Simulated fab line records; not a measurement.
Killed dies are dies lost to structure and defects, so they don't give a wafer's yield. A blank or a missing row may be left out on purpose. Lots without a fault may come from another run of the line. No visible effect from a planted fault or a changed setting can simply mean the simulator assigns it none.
Chamber matching + flow nand-harc + NHARC_A_STAIRCASE_DESCUM_186 on rie-diel-09: 4 sister chambers
The step chemistry O2, time 3 s. 4 wafers are shown with their chamber, then 7 later ones without.

## WAFERS WITH THEIR CHAMBER
| wafer  | chamber | drypump-motor-current-A (A) |
|--------|---------|-----------------------------|
| L468.2 | 0       | 5.1                         |
| L470.4 | 3       | 5.6                         |
| L472.2 | 1       | 4.9                         |
| L472.4 | 2       | 4.9                         |

## WAFERS WHOSE CHAMBER IS MISSING
| wafer  | drypump-motor-current-A (A) |
|--------|-----------------------------|
| L472.5 | 4.9                         |
| L475.1 | 5.0                         |
| L475.2 | 4.9                         |
| L475.4 | 4.9                         |
| L485.1 | 5.5                         |
| L485.3 | 4.9                         |
| L485.4 | 5.1                         |

## EACH ONE'S CHAMBER
| wafer  | from the rows above          | in truth |
|--------|------------------------------|----------|
| L472.5 | can't be placed: 1 or 2      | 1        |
| L475.1 | can't be placed: 0 or 1 or 2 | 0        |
| L475.2 | can't be placed: 1 or 2      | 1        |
| L475.4 | can't be placed: 1 or 2      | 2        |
| L485.1 | 3                            | 3        |
| L485.3 | can't be placed: 1 or 2      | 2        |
| L485.4 | 0                            | 0        |
Correctly placed: 2 of 7. Cannot be placed on the basis of these rows: 5; the candidates contain the true chamber in 5. 0 placed wrongly.
How it was worked out, from the rows above alone: a wafer's distance from a chamber is the root of the sum, over the readings, of the square of ((its reading less the chamber's mean) divided by the reading's scatter). If the next closest chamber is less than 2 further off than the closest, the wafer can't be placed; otherwise it belongs to the closest. The mean given for a chamber averages the wafers shown for that chamber. The scatter: root of mean squared gap, hidden wafer to nearest shown wafer, with one shown wafer a chamber.
